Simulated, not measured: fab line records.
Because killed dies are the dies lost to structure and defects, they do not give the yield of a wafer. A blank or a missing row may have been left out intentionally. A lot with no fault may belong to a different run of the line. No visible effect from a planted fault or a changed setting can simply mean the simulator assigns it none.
fab line records ; flow n5-finfet
[record] lots = 11; wafers = 30; last-day = 17
route steps=1938 shown BEOL_M1@802 BEOL_M4@1111 PASSIVATION@1936
lots that met no fault: taken from a fault-free run of the same line
start-h: hours from the record's first day to the start of the lot's first wafer shown ; wait-h: how many hours have passed since the lot's step before this one ; " repeats the value in the row above ; L1.1+2: several wafers, shown together as one row ; - value missing, or start not given ; * or withheld: withheld ; < > ~ a bound
route shown NAME@n: a module of which the file shows steps, and the number in the route of the first ; usual: mean/standard deviation taken from wafers without a fault ; same: alike in all rows ; chamber/n: place in a boat ; sites: each site's reading ; _std_site: standard deviation of those values ; _edge_site: the outer-site mean with the inner-site mean subtracted ; radius-mm: for every site, how far away it sits from the centre of the wafer ; mask NAME#n: copy n ; behind: the last tool/chamber to shape the wafer ; hold: the reason the lot was held/the length of the hold in hours/how it ended ; device: transistor that didn't switch, given as n, p or np ; end of line: the tests these same wafers got at the end of their route ; a step given without rows: its recipe and nothing more ; killed: not the wafer's yield, but the dies lost to structure and defects at the first sort ; map: dies across one wafer; x = killed, . = not, _ = none there
set.NAME: the setting the step ran with; set.NAME@STEP: the setting that earlier step ran with ; model.NAME: the simulator's own value behind a step, which no gauge read
route steps across a sampled set of lots; one table per step, one row per wafer
services: the hour from which a tool's chamber was out of use, counted from the record's first day as start-h (under 0 if before that day), plus the number of hours and why
[[steps]]
[step N5_BEOL_M1_STRIP_97]
[recipe] chemistry = N2/H2; time-s = 10; power-w = 450; temp-c = 40; pressure-mtorr = 20; rf-frequency-hz = 6e+07; bias-power-w = 7; n2-flow-sccm = 200; h2-flow-sccm = 200
[usual] drypump-motor-current-A = 5.7/0.36; oes-product-au = 0.77/0.085; rf-vpp-V = 59.1/0.78; showerhead-plenum-p-Torr = 2.52/0.076; throttle-valve-pct = 23.6/0.43
lot.wafer;tool;chamber;start-h;wait-h;drypump-motor-current-A;oes-product-au;rf-hours-counter-h;rf-vpp-V;showerhead-plenum-p-Torr;throttle-valve-pct
L865.1;rie-diel-01;0;-;-;5.6;0.70;222;59.4;2.51;23.3
L865.3;rie-diel-01;3;-;-;5.5;0.74;154;59.1;2.54;23.6
L865.5;rie-diel-01;1;-;-;5.5;0.75;-;59.3;2.52;23.5
L868.2;rie-diel-02;0;-;-;6.3;0.74;188;59.6;2.55;24.7
L868.3;rie-diel-02;2;-;-;5.2;0.70;185;60.0;2.53;23.6
L870.1;rie-diel-01;2;-;-;6.2;0.76;143;58.4;2.46;24.0
L870.2;rie-diel-01;1;-;-;5.5;0.76;179;58.1;2.52;23.5
L870.3;rie-diel-01;3;-;-;5.4;0.73;163;59.5;2.53;23.7
L871.1;rie-diel-03;3;-;-;5.8;0.74;185;58.3;2.39;23.3
L871.5;rie-diel-03;0;-;-;5.7;0.73;-;59.7;2.63;23.5
L871.6;rie-diel-03;3;-;-;5.8;0.73;-;59.0;2.39;23.3
L872.1;rie-diel-01;0;-;-;5.7;0.70;235;58.7;2.50;23.3
L872.5;rie-diel-01;2;-;-;6.3;0.75;-;58.5;2.46;24.0
L873.1;rie-diel-02;0;-;-;6.3;0.73;196;58.6;2.54;24.7
L873.3;rie-diel-02;3;-;-;5.3;0.80;87;58.5;2.55;23.2
L875.1;rie-diel-02;1;-;-;5.7;0.94;26;59.1;2.48;23.2
L875.3;rie-diel-02;2;-;-;5.1;0.70;201;58.2;2.52;23.6
L875.4;rie-diel-02;3;-;-;5.3;0.80;93;59.1;2.55;23.1
L876.1;rie-diel-03;0;-;-;5.7;0.73;189;60.1;2.63;23.5
L876.2;rie-diel-03;3;-;-;5.7;0.74;196;58.4;2.39;23.3
L876.6;rie-diel-03;1;-;-;6.2;0.75;-;59.7;2.63;24.1
L885.2;rie-diel-02;2;-;-;5.1;0.69;220;58.5;2.51;23.6
L885.3;rie-diel-02;0;-;-;6.3;0.72;219;60.4;2.53;24.8
L885.5;rie-diel-02;2;-;-;5.1;0.68;-;60.2;2.51;23.6
L886.1;rie-diel-02;0;-;-;6.3;0.72;223;58.0;2.53;24.8
L886.3;rie-diel-02;3;-;-;5.3;0.77;115;60.8;2.54;23.2
L886.6;rie-diel-02;0;-;-;6.3;0.71;-;59.9;2.53;24.8
L887.2;rie-diel-03;2;-;-;6.0;0.95;15;60.1;2.68;23.5
L887.3;rie-diel-03;0;-;-;5.7;0.71;208;59.7;2.62;23.5
L887.6;rie-diel-03;1;-;-;6.2;0.73;-;58.2;2.63;24.1
[step N5_BEOL_M1_SPUTTER_81]
[recipe] material = Cu; target-thk-a = 45; temp-c = -20; chamber-pressure-pa = 0.07; power-w = withheld; time-s = 8.29
[usual] chamber-pressure-pa = 0.07/0.00015; chuck-gas-flow-sccm = 1.27/0.055; throttle-valve-pct = 29.8/0.75
lot.wafer;tool;chamber;start-h;wait-h;chamber-pressure-pa;chuck-gas-flow-sccm;throttle-valve-pct
L865.1;pvd-sputter-03;-;126.25;0.1;0.06995;1.24;29.7
L865.3;pvd-sputter-03;-;126.25;0.1;0.07001;1.30;30.3
L865.5;pvd-sputter-03;-;126.25;0.1;0.06978;1.22;28.9
L868.2;pvd-sputter-01;-;144.34;0.1;0.07008;1.23;30.0
L868.3;pvd-sputter-01;-;144.34;0.1;0.07005;1.25;30.4
L870.1;pvd-sputter-03;-;153.99;0.1;0.07009;1.17;29.2
L870.2;pvd-sputter-03;-;153.99;0.1;0.07012;1.40;30.3
L870.3;pvd-sputter-03;-;153.99;0.1;0.06995;1.33;31.2
L871.1;pvd-sputter-01;-;161.35;0.1;0.07014;1.18;29.8
L871.5;pvd-sputter-01;-;161.35;0.1;0.07023;1.27;29.6
L871.6;pvd-sputter-01;-;161.35;0.1;0.06991;1.27;29.9
L872.1;pvd-sputter-01;-;172.88;0.1;0.06995;1.25;29.8
L872.5;pvd-sputter-01;-;172.88;0.1;0.06988;1.22;29.4
L873.1;pvd-sputter-02;-;176.15;0.1;0.07004;1.25;29.7
L873.3;pvd-sputter-02;-;176.15;0.1;0.06998;1.32;29.9
L875.1;pvd-sputter-02;-;195.27;0.1;-;-;-
L875.3;pvd-sputter-02;-;195.27;0.1;-;-;-
L875.4;pvd-sputter-02;-;195.27;0.1;-;-;-
L876.1;pvd-sputter-01;-;196.12;0.1;-;-;-
L876.2;pvd-sputter-01;-;196.12;0.1;-;-;-
L876.6;pvd-sputter-01;-;196.12;0.1;-;-;-
L885.2;pvd-sputter-03;-;247.93;0.1;0.07006;1.29;29.8
L885.3;pvd-sputter-03;-;247.93;0.1;0.06975;1.20;29.1
L885.5;pvd-sputter-03;-;247.93;0.1;0.06997;1.24;28.8
L886.1;pvd-sputter-02;-;261.28;0.1;0.07014;1.21;29.7
L886.3;pvd-sputter-02;-;261.28;0.1;0.07005;1.27;29.5
L886.6;pvd-sputter-02;-;261.28;0.1;0.06975;1.31;28.6
L887.2;pvd-sputter-01;-;268.79;0.1;0.06995;1.35;29.2
L887.3;pvd-sputter-01;-;268.79;0.1;0.0701;1.27;30.4
L887.6;pvd-sputter-01;-;268.79;0.1;0.06995;1.20;30.1
[step N5_BEOL_M1_ANNEAL_82]
[recipe] temp-c = 400; time-s = 240; ambient = vacuum
[usual] heater-power-w = 827/73
lot.wafer;tool;chamber;start-h;wait-h;heater-power-w
L865.1;pvd-sputter-03;-;126.33;0.0;723
L865.3;pvd-sputter-03;-;126.33;0.0;815
L865.5;pvd-sputter-03;-;126.33;0.0;845
L868.2;pvd-sputter-01;-;144.42;0.0;869
L868.3;pvd-sputter-01;-;144.42;0.0;938
L870.1;pvd-sputter-03;-;154.07;0.0;834
L870.2;pvd-sputter-03;-;154.07;0.0;804
L870.3;pvd-sputter-03;-;154.07;0.0;831
L871.1;pvd-sputter-01;-;161.43;0.0;760
L871.5;pvd-sputter-01;-;161.43;0.0;767
L871.6;pvd-sputter-01;-;161.43;0.0;875
L872.1;pvd-sputter-01;-;172.96;0.0;773
L872.5;pvd-sputter-01;-;172.96;0.0;760
L873.1;pvd-sputter-02;-;176.23;0.0;683
L873.3;pvd-sputter-02;-;176.23;0.0;858
L875.1;pvd-sputter-02;-;195.35;0.0;983
L875.3;pvd-sputter-02;-;195.35;0.0;863
L875.4;pvd-sputter-02;-;195.35;0.0;695
L876.1;pvd-sputter-01;-;196.20;0.0;858
L876.2;pvd-sputter-01;-;196.20;0.0;867
L876.6;pvd-sputter-01;-;196.20;0.0;905
L885.2;pvd-sputter-03;-;248.01;0.0;751
L885.3;pvd-sputter-03;-;248.01;0.0;836
L885.5;pvd-sputter-03;-;248.01;0.0;821
L886.1;pvd-sputter-02;-;261.36;0.0;863
L886.3;pvd-sputter-02;-;261.36;0.0;716
L886.6;pvd-sputter-02;-;261.36;0.0;958
L887.2;pvd-sputter-01;-;268.87;0.0;879
L887.3;pvd-sputter-01;-;268.87;0.0;887
L887.6;pvd-sputter-01;-;268.87;0.0;903
[step N5_BEOL_M1_ANNEAL_87]
[recipe] temp-c = 400; time-s = 240; ambient = vacuum
[usual] heater-power-w = 830/77
lot.wafer;tool;chamber;start-h;wait-h;heater-power-w
L865.1;pvd-sputter-03;-;126.55;0.0;743
L865.3;pvd-sputter-03;-;126.55;0.0;807
L865.5;pvd-sputter-03;-;126.55;0.0;842
L868.2;pvd-sputter-01;-;144.64;0.0;884
L868.3;pvd-sputter-01;-;144.64;0.0;919
L870.1;pvd-sputter-03;-;154.29;0.0;840
L870.2;pvd-sputter-03;-;154.29;0.0;799
L870.3;pvd-sputter-03;-;154.29;0.0;805
L871.1;pvd-sputter-01;-;161.65;0.0;754
L871.5;pvd-sputter-01;-;161.65;0.0;740
L871.6;pvd-sputter-01;-;161.65;0.0;904
L872.1;pvd-sputter-01;-;173.18;0.0;750
L872.5;pvd-sputter-01;-;173.18;0.0;761
L873.1;pvd-sputter-02;-;176.45;0.0;670
L873.3;pvd-sputter-02;-;176.45;0.0;881
L875.1;pvd-sputter-02;-;195.57;0.0;969
L875.3;pvd-sputter-02;-;195.57;0.0;865
L875.4;pvd-sputter-02;-;195.57;0.0;698
L876.1;pvd-sputter-01;-;196.42;0.0;864
L876.2;pvd-sputter-01;-;196.42;0.0;872
L876.6;pvd-sputter-01;-;196.42;0.0;915
L885.2;pvd-sputter-03;-;248.23;0.0;714
L885.3;pvd-sputter-03;-;248.23;0.0;839
L885.5;pvd-sputter-03;-;248.23;0.0;838
L886.1;pvd-sputter-02;-;261.58;0.0;857
L886.3;pvd-sputter-02;-;261.58;0.0;681
L886.6;pvd-sputter-02;-;261.58;0.0;990
L887.2;pvd-sputter-01;-;269.09;0.0;876
L887.3;pvd-sputter-01;-;269.09;0.0;894
L887.6;pvd-sputter-01;-;269.09;0.0;903
[step N5_BEOL_M4_RC_MEAS_101]
[usual] DIBL_N = 37.5/2; DIBL_P = 37.5/2.5; IOFF_N = 0.18/0.042; IOFF_P = 0.24/0.046; ION_N = 677/15; ION_P = 464/9.5; SS_N = 72.0/0.76; SS_P = 73.6/0.79; VT_N = 249/3.5; VT_P = -249/3.2
lot.wafer;tool;chamber;start-h;wait-h;DIBL_N[mV/V];DIBL_P[mV/V];IOFF_N[nA/um];IOFF_P[nA/um];ION_N[uA/um];ION_P[uA/um];SS_N[mV/dec];SS_P[mV/dec];VT_N[mV];VT_P[mV]
L865.1;prober-01;0;161.35;0.0;40.3;39.7;0.25;0.27;677;458;73.5;73.8;245;-249
L865.3;prober-01;0;161.35;0.0;36.7;36.9;0.16;0.23;686;473;71.2;72.4;248;-248
L865.5;prober-01;0;161.35;0.0;37.4;37.3;0.16;0.23;690;473;72.0;73.4;250;-247
L868.2;prober-01;0;181.31;0.2;36.9;37.5;0.16;0.20;657;451;72.8;73.8;251;-256
L868.3;prober-01;0;181.31;0.2;37.5;39.2;0.18;0.23;670;455;72.1;74.4;249;-250
L870.1;prober-01;0;195.03;0.0;34.2;34.4;0.15;0.18;682;471;72.3;73.2;253;-254
L870.2;prober-01;0;195.03;0.0;36.0;37.9;0.18;0.24;670;457;72.0;73.3;247;-249
L870.3;prober-01;0;195.03;0.0;36.8;38.0;0.20;0.23;687;464;72.0;74.3;247;-251
L871.1;prober-02;0;202.69;0.0;37.3;36.9;0.17;0.24;678;469;71.4;74.0;249;-249
L871.5;prober-02;0;202.69;0.0;39.1;38.0;0.20;0.26;684;472;72.7;74.2;248;-247
L871.6;prober-02;0;202.69;0.0;34.8;35.0;0.13;0.23;650;454;71.0;74.0;250;-248
L872.1;prober-02;0;204.86;0.0;36.8;37.1;0.14;0.24;645;448;70.6;73.9;254;-251
L872.5;prober-02;0;204.86;0.0;38.7;38.1;0.19;0.25;679;464;71.8;73.3;247;-249
L873.1;prober-02;0;216.10;0.0;34.7;33.6;0.12;0.16;657;454;70.5;71.5;257;-252
L873.3;prober-02;0;216.10;0.0;42.7;45.1;0.30;0.38;694;473;73.4;75.7;243;-241
L875.1;prober-01;0;224.89;0.0;39.3;41.9;0.24;0.32;683;468;72.4;75.0;244;-245
L875.3;prober-01;0;224.89;0.0;33.9;33.9;0.13;0.18;653;454;71.4;73.0;253;-251
L875.4;prober-01;0;224.89;0.0;38.0;41.3;0.22;0.29;694;474;71.8;74.9;245;-246
L876.1;prober-01;0;228.21;0.0;37.1;40.3;0.19;0.27;658;446;71.9;74.3;250;-252
L876.2;prober-01;0;228.21;0.0;37.0;38.0;0.19;0.20;665;449;73.0;72.5;248;-252
L876.6;prober-01;0;228.21;0.0;36.0;37.7;0.15;0.20;654;446;72.2;72.6;254;-255
L885.2;prober-01;0;290.64;0.2;34.4;32.8;0.13;0.20;667;465;71.4;72.4;251;-249
L885.3;prober-01;0;290.64;0.2;42.0;42.2;0.33;0.38;704;485;73.0;74.2;238;-242
L885.5;prober-01;0;290.64;0.2;38.8;37.2;0.20;0.25;686;470;72.1;74.1;248;-247
L886.1;prober-02;0;294.48;0.0;39.4;38.3;0.23;0.24;708;470;72.3;74.6;244;-249
L886.3;prober-02;0;294.48;0.0;37.3;34.9;0.18;0.19;685;465;71.6;72.8;248;-250
L886.6;prober-02;0;294.48;0.0;37.4;36.5;0.18;0.20;693;467;72.1;73.8;247;-251
L887.2;prober-01;0;305.41;0.2;39.4;39.4;0.22;0.25;683;457;72.8;74.8;244;-249
L887.3;prober-01;0;305.41;0.2;34.4;34.4;0.12;0.18;672;465;71.4;73.1;251;-254
L887.6;prober-01;0;305.41;0.2;39.7;40.4;0.23;0.28;697;474;72.3;74.5;241;-249
[step N5_PASSIVATION_PROBE_49]
[usual] defect-limited-yield = 91.8/1.5; killed_at_M0_to_M3 = 33/11; killed_at_M4_up = 13/5; killed-at-contacts = 11/5.6; killed-at-front-end = 36/12; killed-at-other = 3.4/2.5; killed-dies = 97/18; killed-open = 64/13; killed-short = 31/6.9; sort_bin_4_leakage = 0.01/0.048; sort_bin_5_function = 4.8/1; sort_bin_6_memory = 3.1/0.64; sort_bin_8_speed = 0.00/0.014; sort-n-pass = 1083/18; sort-yield-pct = 91.8/1.5
[same] gross-dies = 1180; killed-at-back-side = 0
lot.wafer;tool;chamber;start-h;wait-h;defect-limited-yield[%];killed_at_M0_to_M3;killed_at_M4_up;killed-at-contacts;killed-at-front-end;killed-at-other;killed-dies;killed-open;killed-short;sort_bin_4_leakage[%];sort_bin_5_function[%];sort_bin_6_memory[%];sort_bin_8_speed[%];sort-n-pass;sort-yield-pct[%]
L865.1;prober-02;-;266.92;0.0;93.1;10;18;12;36;5;81;49;31;0;4.2;2.5;0;1099;93.1
L865.3;prober-02;-;267.02;0.1;91.7;28;21;23;24;2;98;70;28;0;5.3;2.8;0;1082;91.7
L865.5;prober-02;-;267.12;0.2;91.5;32;17;12;33;6;100;67;32;0;5.0;3.0;0.08;1080;91.5
L868.2;prober-01;-;286.15;0.1;92.0;41;12;7;26;8;94;64;30;0;4.3;3.4;0;1086;92.0
L868.3;prober-01;-;286.20;0.1;91.7;38;17;3;32;8;98;65;33;0;5.3;2.8;0;1082;91.7
L871.1;prober-02;-;300.55;0.0;92.6;16;19;11;36;5;87;59;26;0;4.7;2.5;0;1093;92.6
L871.5;prober-02;-;300.75;0.2;92.1;22;19;19;28;5;93;72;21;0;5.2;2.5;0;1087;92.1
L871.6;prober-02;-;300.80;0.3;91.9;25;12;12;41;5;95;63;30;0;5.3;2.7;0;1085;91.9
L875.1;prober-01;-;325.45;0.0;90.7;37;13;11;49;0;110;65;27;0;4.9;3.4;0;1070;90.7
L875.3;prober-01;-;325.55;0.1;91.9;34;23;11;27;0;95;51;32;0;4.9;3.1;0;1085;91.9
L875.4;prober-01;-;325.60;0.2;90.6;28;15;13;53;2;111;70;21;0;4.8;3.5;0;1069;90.6
L873.1;prober-01;-;327.44;0.0;93.6;20;7;11;32;6;76;49;26;0;3.1;3.1;0;1104;93.6
L873.3;prober-01;-;327.54;0.1;92.5;24;12;16;35;1;88;59;28;0.17;4.1;3.2;0;1090;92.4
L876.1;prober-01;-;327.74;0.3;93.4;24;6;21;21;6;78;52;21;0;3.9;2.6;0;1102;93.4
L876.2;prober-01;-;327.79;0.4;90.9;21;20;12;51;3;107;67;32;0;5.9;2.9;0;1073;90.9
L876.6;prober-01;-;327.99;0.6;89.8;44;13;9;46;8;120;77;34;0;6.1;3.6;0;1060;89.8
L887.2;prober-02;-;409.43;0.1;93.3;36;4;10;29;0;79;51;28;0;4.1;2.5;0;1101;93.3
L887.3;prober-02;-;409.48;0.1;93.1;26;20;3;33;0;82;57;24;0;3.7;2.9;0;1098;93.1
L887.6;prober-02;-;409.63;0.3;90.9;38;17;13;39;0;107;80;27;0;5.2;3.9;0;1073;90.9
// killed by level:class
L865.1 FIN_SAQP:geometric-particle:open=14 FIN_SAQP:geometric-particle:short=11 BEOL_M4:geometric-particle:open=10 MOL_CONTACT_COAG:geometric-particle:open=9 MOL_CONTACT_COAG:geometric-particle:short=3 MIM_TOP:geometric-particle:short=3 STARTING-WAFER:geometric-particle:short=3 GATE_CUT:geometric-particle:short=2
L865.3 MOL_CONTACT_COAG:geometric-particle:open=18 BEOL_M0_SAQP:geometric-particle:short=10 BEOL_M4:geometric-particle:open=9 FIN_SAQP:geometric-particle:open=8 BEOL_M0_SAQP:geometric-particle:open=8 MOL_CONTACT_COAG:geometric-particle:short=5 STI_FIN_REVEAL:geometric-particle:open=3 BEOL_M1:geometric-particle:open=3
L865.5 FIN_SAQP:geometric-particle:open=12 MOL_CONTACT_COAG:geometric-particle:open=10 BEOL_M0_SAQP:geometric-particle:short=9 BEOL_M4:geometric-particle:open=9 BEOL_M0_SAQP:geometric-particle:open=8 STARTING-WAFER:geometric-particle:open=5 BEOL_M1:geometric-particle:open=4 BEOL_M3:geometric-particle:open=4
L868.2 BEOL_M0_SAQP:geometric-particle:short=14 FIN_SAQP:geometric-particle:open=11 BEOL_M0_SAQP:geometric-particle:open=11 BEOL_M3:geometric-particle:open=6 MOL_CONTACT_COAG:geometric-particle:open=5 BEOL_M4:geometric-particle:open=5 GATE_CUT:geometric-particle:short=4 BEOL_M0:geometric-particle:open=4
L868.3 FIN_SAQP:geometric-particle:open=12 BEOL_M0_SAQP:geometric-particle:short=11 BEOL_M0_SAQP:geometric-particle:open=10 BEOL_M4:geometric-particle:open=9 FIN_SAQP:geometric-particle:short=5 BEOL_M2:geometric-particle:open=5 DUMMY_GATE:geometric-particle:open=4 BEOL_M1:geometric-particle:open=4
L871.1 STI_FIN_REVEAL:geometric-particle:open=10 FIN_SAQP:geometric-particle:open=7 MOL_CONTACT_COAG:geometric-particle:open=7 BEOL_M4:geometric-particle:open=7 BEOL_M0_SAQP:geometric-particle:open=6 DUMMY_GATE:geometric-particle:open=4 BEOL_M0_SAQP:geometric-particle:short=4 MOL_CONTACT_COAG:geometric-particle:short=4
L871.5 MOL_CONTACT_COAG:geometric-particle:open=16 STI_FIN_REVEAL:geometric-particle:open=9 BEOL_M0_SAQP:geometric-particle:short=8 BEOL_M4:geometric-particle:open=7 BEOL_M2:geometric-particle:open=6 FIN_SAQP:geometric-particle:open=5 BEOL_M0_SAQP:geometric-particle:open=4 BEOL_M5:geometric-particle:open=4
L871.6 STI_FIN_REVEAL:geometric-particle:open=12 MOL_CONTACT_COAG:geometric-particle:open=9 GATE_CUT:geometric-particle:short=7 BEOL_M0_SAQP:geometric-particle:open=7 DUMMY_GATE:geometric-particle:open=6 BEOL_M2:geometric-particle:open=6 FIN_SAQP:geometric-particle:open=4 BEOL_M0_SAQP:geometric-particle:short=4
L875.1 HKMG_FIN:area-etch=11 MOL_CONTACT_COAG:geometric-particle:open=10 BEOL_M0_SAQP:geometric-particle:open=10 BEOL_M0_SAQP:geometric-particle:short=8 BEOL_M1:geometric-particle:open=8 FIN_SAQP:geometric-particle:open=6 DUMMY_GATE:geometric-particle:open=6 FIN_SAQP:geometric-particle:short=5
L875.3 BEOL_M1:interface-void-opened=10 MOL_CONTACT_COAG:geometric-particle:open=8 BEOL_M4:geometric-particle:open=8 BEOL_M0_SAQP:geometric-particle:short=7 FIN_SAQP:geometric-particle:open=6 BEOL_M0_SAQP:geometric-particle:open=5 BEOL_M2:geometric-particle:open=5 BEOL_M4:geometric-particle:short=5
L875.4 STI_FIN_REVEAL:geometric-particle:open=21 MOL_CONTACT_COAG:geometric-particle:open=10 HKMG_FIN:area-etch=10 BEOL_M2:geometric-particle:open=9 FIN_SAQP:geometric-particle:open=8 BEOL_M1:interface-void-opened=8 DUMMY_GATE:geometric-particle:open=4 MOL_CONTACT_COAG:geometric-particle:short=3
L873.1 MOL_CONTACT_COAG:geometric-particle:open=10 FIN_SAQP:geometric-particle:short=8 FIN_SAQP:geometric-particle:open=7 BEOL_M3:geometric-particle:open=7 BEOL_M0_SAQP:geometric-particle:open=5 PASS1_CAP:geometric-particle:short=4 STARTING-WAFER:geometric-particle:short=4 STI_FIN_REVEAL:geometric-particle:open=3
L873.3 STI_FIN_REVEAL:geometric-particle:open=10 MOL_CONTACT_COAG:geometric-particle:open=10 FIN_SAQP:geometric-particle:open=8 BEOL_M4:geometric-particle:open=7 MOL_CONTACT_COAG:geometric-particle:short=6 GATE_CUT:geometric-particle:short=5 BEOL_M2:geometric-particle:open=5 BEOL_M0_SAQP:geometric-particle:short=4
L876.1 MOL_CONTACT_COAG:geometric-particle:open=18 STI_FIN_REVEAL:geometric-particle:open=12 BEOL_M0_SAQP:geometric-particle:short=6 BEOL_M1:geometric-particle:open=6 BEOL_M1:interface-void-opened=5 MOL_CONTACT_COAG:geometric-particle:short=3 BEOL_M0_SAQP:geometric-particle:open=3 STI_FIN_REVEAL:geometric-particle:short=2
L876.2 STI_FIN_REVEAL:geometric-particle:open=15 FIN_SAQP:geometric-particle:short=13 MOL_CONTACT_COAG:geometric-particle:open=10 FIN_SAQP:geometric-particle:open=9 BEOL_M4:geometric-particle:open=8 BEOL_M1:interface-void-opened=7 DUMMY_GATE:geometric-particle:open=5 BEOL_M1:geometric-particle:open=5
L876.6 FIN_SAQP:geometric-particle:open=13 FIN_SAQP:geometric-particle:short=11 BEOL_M0_SAQP:geometric-particle:open=8 BEOL_M0:geometric-particle:open=7 BEOL_M1:geometric-particle:open=7 BEOL_M4:geometric-particle:open=7 STI_FIN_REVEAL:geometric-particle:open=6 BEOL_M0_SAQP:geometric-particle:short=6
L887.2 MOL_CONTACT_COAG:geometric-particle:open=9 FIN_SAQP:geometric-particle:short=8 BEOL_M1:geometric-particle:open=7 BEOL_M0:geometric-particle:open=5 BEOL_M2:geometric-particle:open=5 BEOL_M3:geometric-particle:open=5 STI_FIN_REVEAL:geometric-particle:open=4 GATE_CUT:geometric-particle:short=4
L887.3 BEOL_M4:geometric-particle:open=11 STI_FIN_REVEAL:geometric-particle:open=8 BEOL_M2:geometric-particle:open=8 BEOL_M3:geometric-particle:short=5 STARTING-WAFER:geometric-particle:open=5 FIN_SAQP:geometric-particle:open=4 BEOL_M0_SAQP:geometric-particle:open=4 FIN_SAQP:geometric-particle:short=3
L887.6 BEOL_M2:geometric-particle:open=11 BEOL_M4:geometric-particle:open=11 FIN_SAQP:geometric-particle:short=10 MOL_CONTACT_COAG:geometric-particle:open=10 DUMMY_GATE:geometric-particle:open=10 BEOL_M3:geometric-particle:open=7 STI_FIN_REVEAL:geometric-particle:open=6 BEOL_M1:geometric-particle:open=6
[[services]]
tool;chamber;start-h;hours;kind
pvd-sputter-02;-;121.61;1.8;repair
rie-diel-01;0;137.19;2.4;repair
rie-diel-01;3;176.74;8.3;repair
rie-diel-03;2;181.29;-;clean
rie-diel-03;2;181.29;-;consumable-replace:focus-ring
rie-diel-03;2;181.29;-;consumable-replace:showerhead
rie-diel-03;-;234.90;15.6;pm
pvd-sputter-01;-;252.79;1.5;repair
[[key]]
[first-sign] step = N5_BEOL_M1_SPUTTER_81; reading = tool-record; direction = missing
effect none on later readings
met-at N5_BEOL_M1_SPUTTER_81
struck-lots L875,L876
[baseline-loss] step = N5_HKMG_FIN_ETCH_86; wafers = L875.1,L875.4
not-acting-at N5_BEOL_M1_STRIP_97,N5_BEOL_M1_ANNEAL_82,N5_BEOL_M1_ANNEAL_87
onset-between 176.15 195.27
[fault] kind = skipped-step-whole; tool = pvd-sputter-01,pvd-sputter-02; chamber = -; onset-h = 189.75; steps = N5_BEOL_M1_SPUTTER_81; scope = struck-lots-only
// baseline-loss: these wafers lose ten dies or more at that step, a loss of the line's own and not of a fault; the sort's usual values leave them out
